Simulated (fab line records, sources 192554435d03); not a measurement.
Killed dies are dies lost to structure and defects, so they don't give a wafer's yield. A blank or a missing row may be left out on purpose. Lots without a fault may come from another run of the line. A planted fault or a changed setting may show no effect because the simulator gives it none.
fab line records | flow n5_finfet
record lots=11 wafers=33 last_day=17
route steps=1938 shown BEOL_M7@1330 BEOL_M8@1352
lots that met no fault: from a run of the same line without faults
start_h: hours from the record's first day to the start of the lot's first wafer shown | wait_h: hours since the lot's step before | " the same as in the row above | L1.1+2: a row that stands for several wafers | - no value, or no start given | * or withheld: withheld | < > ~ a bound
route shown NAME@n: a module of which the file shows steps, and the number in the route of the first | usual: mean/standard deviation of fault-free wafers | same: alike in all rows | chamber/n: place in a boat | sites: the reading at each site | _std_site: their standard deviation | _edge_site: outer sites' mean less inner sites' | radius_mm: how far each site lies from the wafer's centre | mask NAME#n: copy n | behind: the tool/chamber that last shaped the wafer | hold: why the lot was held/for how many hours/how that ended | device: the transistor (n, p or np) that didn't switch | end of line: the same wafers' tests at the end of the route | a step without rows: its recipe alone | killed: dies lost to structure and defects at the first sort, not the wafer's yield | map: a wafer's dies, x killed, . not, _ none there
set.NAME: the setting as run; set.NAME@STEP: as run at that earlier step | model.NAME: the simulator's own value behind a step, which no gauge read
steps of the route over a sample of lots; a table a step, a row a wafer
services: from which hour (start_h, from the record's first day; less than 0 if before it) a tool's chamber was out of use, for how many hours, and why
## steps
# step N5_BEOL_M7_RS_MEAS_57
# recipe thk_meas_gauge=four-point-probe reads=Cu_of_BEOL_M7_ECD_50+Co_of_BEOL_M7_CVD_78+TaN_of_BEOL_M7_ALD_77
# usual M7_RS=0.288/0.0077
# columns lot.wafer tool chamber start_h wait_h M7_RS[ohm/sq]
L475.1 film_metro-01 - 201.47 0.1 0.288
L475.4 " - " " 0.288
L475.5 " - " " 0.287
L477.1 film_metro-01 - 215.68 0.1 0.288
L477.3 " - " " 0.283
L477.5 " - " " 0.287
L476.3 film_metro-01 - 234.41 0.1 0.289
L476.5 " - " " 0.294
L476.6 " - " " 0.287
L480.2 film_metro-01 - 261.51 0.1 0.296
L480.4 " - " " 0.277
L480.6 " - " " 0.289
L482.1 film_metro-02 - 268.77 0.1 0.278
L482.2 " - " " 0.300
L482.5 " - " " 0.290
L483.2 film_metro-01 - 282.01 0.1 0.288
L483.4 " - " " 0.291
L483.5 " - " " 0.280
L488.3 film_metro-02 - 282.55 0.1 0.290
L488.5 " - " " 0.283
L488.6 " - " " 0.286
L489.1 film_metro-02 - 306.24 0.1 0.299
L489.2 " - " " 0.290
L489.3 " - " " 0.283
L493.1 film_metro-01 - 330.68 0.1 0.285
L493.4 " - " " 0.279
L493.5 " - " " 0.297
L494.1 film_metro-01 - 335.48 0.1 0.273
L494.4 " - " " 0.294
L494.6 " - " " 0.275
L495.1 film_metro-02 - 337.81 0.1 0.278
L495.5 " - " " 0.290
L495.6 " - " " 0.296
# step N5_BEOL_M7_INSPECT_58
# recipe inspect_instrument=darkfield mode=post_dep
# usual raw_defect_count=77/29
# columns lot.wafer tool chamber start_h wait_h raw_defect_count
L475.1 defect_inspect-01 - 201.49 0.0 33
L475.4 " - " " 91
L475.5 " - " " 63
L477.1 defect_inspect-01 - 215.70 0.0 40
L477.3 " - " " 61
L477.5 " - " " 56
L476.3 defect_inspect-01 - 234.43 0.0 35
L476.5 " - " " 67
L476.6 " - " " 50
L480.2 defect_inspect-02 - 261.54 0.0 107
L480.4 " - " " 79
L480.6 " - " " 102
L482.1 defect_inspect-02 - 268.79 0.0 111
L482.2 " - " " 100
L482.5 " - " " 65
L483.2 defect_inspect-02 - 282.04 0.0 90
L483.4 " - " " 111
L483.5 " - " " 99
L488.3 defect_inspect-02 - 282.57 0.0 177
L488.5 " - " " 130
L488.6 " - " " 145
L489.1 defect_inspect-02 - 306.26 0.0 129
L489.2 " - " " 72
L489.3 " - " " 66
L493.1 defect_inspect-02 - 330.71 0.0 70
L493.4 " - " " 68
L493.5 " - " " 49
L494.1 defect_inspect-01 - 335.51 0.0 41
L494.4 " - " " 42
L494.6 " - " " 38
L495.1 defect_inspect-01 - 337.84 0.0 63
L495.5 " - " " 85
L495.6 " - " " 105
# step N5_BEOL_M8_STRIP_67
# recipe chemistry=CF4 resist=SiARC power_w=300 bias_power_w=75 pressure_mtorr=50 cf4_flow_sccm=150 rf_frequency_hz=6e+07
# usual drypump_motor_current_A=5.8/0.4 oes_product_au=0.79/0.07 rf_vpp_V=271.1/1.4 showerhead_plenum_p_Torr=1.80/0.047 throttle_valve_pct=13.63/0.29
# columns lot.wafer tool chamber start_h wait_h drypump_motor_current_A oes_product_au rf_hours_counter_h rf_vpp_V showerhead_plenum_p_Torr throttle_valve_pct
L475.1 rie_diel-06 0 203.53 0.0 5.7 0.75 146 272.9 1.80 13.68
L475.4 " 2 " " 6.8 0.74 186 269.5 1.79 14.08
L475.5 " 0 " " 5.7 0.75 - 271.3 1.80 13.69
L477.1 rie_diel-06 3 219.28 0.0 5.4 0.82 99 270.7 1.81 13.42
L477.3 " 1 " " 5.8 0.80 95 269.6 1.74 13.76
L477.5 " 2 " " 6.8 0.74 - 271.4 1.78 14.08
L476.3 rie_diel-01 2 238.00 0.0 5.8 0.71 207 273.6 1.86 13.85
L476.5 " 2 " " 5.9 0.71 - 271.3 1.86 13.87
L476.6 " 1 " " 5.5 0.79 - 271.1 1.80 13.29
L480.2 rie_diel-01 1 265.68 0.0 5.5 0.78 137 271.3 1.80 13.31
L480.4 " 0 " " 5.5 0.83 63 270.2 1.75 13.81
L480.6 " 2 " " 5.9 0.71 - 271.9 1.85 13.86
L482.1 rie_diel-06 0 271.20 0.0 5.7 0.74 168 270.4 1.79 13.74
L482.2 " 3 " " 5.4 0.81 118 270.9 1.80 13.47
L482.5 " 2 " " 6.8 0.72 - 270.0 1.78 14.11
L483.2 rie_diel-03 1 285.32 0.0 5.8 0.84 71 273.6 1.89 13.31
L483.4 " 2 " " 5.6 0.77 - 272.0 1.86 13.78
L483.5 " 0 " " 6.0 1.00 - 272.2 1.84 13.46
L488.3 rie_diel-01 3 286.06 0.0 6.1 0.85 41 270.4 1.76 13.21
L488.5 " 2 " " 5.8 0.70 - 271.6 1.85 13.88
L488.6 " 3 " " 6.1 0.84 - 270.4 1.76 13.19
L489.1 rie_diel-01 2 309.08 0.0 5.8 0.70 232 272.5 1.85 13.91
L489.2 " 3 " " 6.1 0.83 49 268.8 1.76 13.22
L489.3 " 1 " " 5.5 0.77 152 271.0 1.80 13.34
L493.1 rie_diel-03 0 332.74 0.0 6.0 0.93 19 272.0 1.84 13.51
L493.4 " 0 " " 6.0 0.94 - 270.7 1.84 13.51
L493.5 " 3 " " 5.1 0.95 - 273.6 1.90 13.34
L494.1 rie_diel-06 1 336.92 0.0 5.8 0.77 133 270.9 1.73 13.87
L494.4 " 0 " " 5.8 0.72 - 271.5 1.79 13.81
L494.6 " 1 " " 5.8 0.77 - 269.7 1.73 13.86
L495.1 rie_diel-06 3 339.84 0.0 5.4 0.78 144 270.7 1.79 13.52
L495.5 " 3 " " 5.4 0.78 - 270.6 1.79 13.51
L495.6 " 0 " " 5.7 0.72 - 269.1 1.78 13.79
# step N5_BEOL_M8_COAT_63
# recipe resist=SOC temp_c=250 time_s=60 spin_rpm=1500 resist_thk_nm=60
# usual spin_speed_rpm=1500.1/1.1
# columns lot.wafer tool chamber start_h wait_h spin_speed_rpm
L475.1 litho_track-05 0 205.11 1.2 1500.2
L475.4 " 0 " " 1498.0
L475.5 " 0 " " 1499.4
L477.1 litho_track-03 0 220.37 0.9 1500.2
L477.3 " 0 " " 1499.4
L477.5 " 0 " " 1497.2
L476.3 litho_track-02 0 238.26 0.0 1500.2
L476.5 " 0 " " 1501.9
L476.6 " 0 " " 1500.4
L480.2 litho_track-05 0 268.99 3.1 1500.9
L480.4 " 0 " " 1502.9
L480.6 " 0 " " 1501.3
L482.1 litho_track-03 0 271.47 0.0 1463.6
L482.2 " 0 " " 1463.7
L482.5 " 0 " " 1461.6
L483.2 litho_track-03 0 288.12 2.5 1462.5
L483.4 " 0 " " 1462.1
L483.5 " 0 " " 1461.6
L488.3 litho_track-05 0 288.13 1.8 1500.6
L488.5 " 0 " " 1498.9
L488.6 " 0 " " 1501.1
L489.1 litho_track-02 0 309.92 0.6 1500.4
L489.2 " 0 " " 1501.4
L489.3 " 0 " " 1500.8
L493.1 litho_track-02 0 333.44 0.4 1500.7
L493.4 " 0 " " 1499.7
L493.5 " 0 " " 1500.4
L494.1 litho_track-05 0 337.58 0.4 1500.2
L494.4 " 0 " " 1499.5
L494.6 " 0 " " 1500.8
L495.1 litho_track-03 0 343.52 3.5 1501.3
L495.5 " 0 " " 1500.1
L495.6 " 0 " " 1501.7
## services
# columns tool chamber start_h hours kind
rie_diel-03 1 191.39 1.3 repair
rie_diel-01 1 247.05 2.6 repair
rie_diel-03 3 247.54 9.3 repair
rie_diel-03 0 259.40 - clean
rie_diel-03 0 259.40 - consumable_replace:focus_ring
rie_diel-03 0 259.40 20.5 scheduled_down
rie_diel-03 0 259.40 20.5 vent_cycle
rie_diel-03 - 267.25 1.6 repair
rie_diel-03 3 279.88 - clean
rie_diel-03 3 279.88 - consumable_replace:focus_ring
rie_diel-03 3 279.88 - consumable_replace:showerhead
rie_diel-03 3 279.88 20.9 scheduled_down
rie_diel-03 3 279.88 20.9 vent_cycle
rie_diel-03 2 330.71 4.4 repair
## key
first_sign step=N5_BEOL_M8_COAT_63 reading=spin_speed_rpm direction=down sigmas=34 usual=* struck=*
effect none on later readings
met_at N5_BEOL_M8_COAT_63
struck_lots L482,L483
not_acting_at N5_BEOL_M7_RS_MEAS_57,N5_BEOL_M7_INSPECT_58,N5_BEOL_M8_STRIP_67
onset_between 220.37 271.47
fault kind=process_parameter_drift tool=litho_track-03 chamber=- onset_h=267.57 steps=N5_BEOL_M8_COAT_63 channel=spin_rpm offset=* shape=step end_h=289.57 acts_in=* stated=*
